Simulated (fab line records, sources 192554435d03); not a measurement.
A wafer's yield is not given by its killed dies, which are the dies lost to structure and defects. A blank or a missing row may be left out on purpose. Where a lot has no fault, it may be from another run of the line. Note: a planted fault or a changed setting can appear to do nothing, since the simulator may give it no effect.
Which tool was responsible?	flow n5_finfet	9 lots with 27 wafers sampled at 3 steps, on a route of 1938 steps

WHAT THE GAUGES SHOWED, per wafer
N5_SD_EPI_N_CD_MEAS_09: the cd target is 120 nm.
lot	measured	on	cd_nm (nm)
L764	day 3 15:03	cd_sem-03	119.9 119.9 119.9
L765	day 3 19:26	cd_sem-03	119.9 119.6 119.7
L766	day 4 00:05	cd_sem-01	119.8 120.0 120.8
L770	day 5 05:43	cd_sem-03	120.0 119.8 119.6
L772	day 5 16:09	cd_sem-01	118.9 119.6 119.4
L777	day 6 18:37	cd_sem-02	119.7 120.2 119.9
L778	day 7 07:32	cd_sem-02	120.0 120.6 120.4
L780	day 7 15:20	cd_sem-03	120.5 121.3 121.1
L784	day 8 18:32	cd_sem-01	120.2 119.8 119.9

TOOL THAT RAN EACH LOT (tool first, then ch and the chambers of the sampled wafers, then the start)
lot	N5_DUMMY_GATE_STRIP_40	N5_SD_EPI_N_COAT_32
L764	rie_diel-06 ch 0,2, day 3 13:06	litho_track-03 ch 0, day 3 14:49
L765	rie_diel-06 ch 0,3, day 3 17:36	litho_track-05 ch 0, day 3 19:04
L766	rie_diel-06 ch 0,1,2, day 3 22:15	litho_track-05 ch 0, day 3 23:43
L770	rie_diel-05 ch 0,1, day 5 03:41	litho_track-05 ch 0, day 5 05:20
L772	rie_diel-06 ch 2,3, day 5 14:07	litho_track-05 ch 0, day 5 15:47
L777	rie_diel-06 ch 0,1,2, day 6 16:39	litho_track-05 ch 0, day 6 18:14
L778	rie_diel-02 ch 0,1,2, day 7 05:42	litho_track-03 ch 0, day 7 07:10
L780	rie_diel-05 ch 0,2, day 7 13:26	litho_track-05 ch 0, day 7 14:58
L784	rie_diel-06 ch 0,1,2, day 8 14:20	litho_track-01 ch 0, day 8 18:17
- N5_DUMMY_GATE_STRIP_40: strips in CF4.
- N5_SD_EPI_N_COAT_32: time 60 s, resist thk 350 nm.

THE ANSWER, worked out from the rows above alone
Rule: usual is defined by the lots themselves. The widest of any qualifying gaps counts: lots, ordered by their means at a reading, are off when they make up no more than a third of the lots, leave a main group of 4 or more, and stand apart from it by 3 or more times the standard deviation of that group's means. If all means in a main group match to the digits the tables above print for the reading, that group is not used. A lot without any number at a reading at which 4 lots or more have one is off too. Where the step has rows for the other lots, those lots are counted as sound.
None of the lots is off at any reading shown; this tells nothing.

WHAT THE SIMULATOR HAD PUT IN
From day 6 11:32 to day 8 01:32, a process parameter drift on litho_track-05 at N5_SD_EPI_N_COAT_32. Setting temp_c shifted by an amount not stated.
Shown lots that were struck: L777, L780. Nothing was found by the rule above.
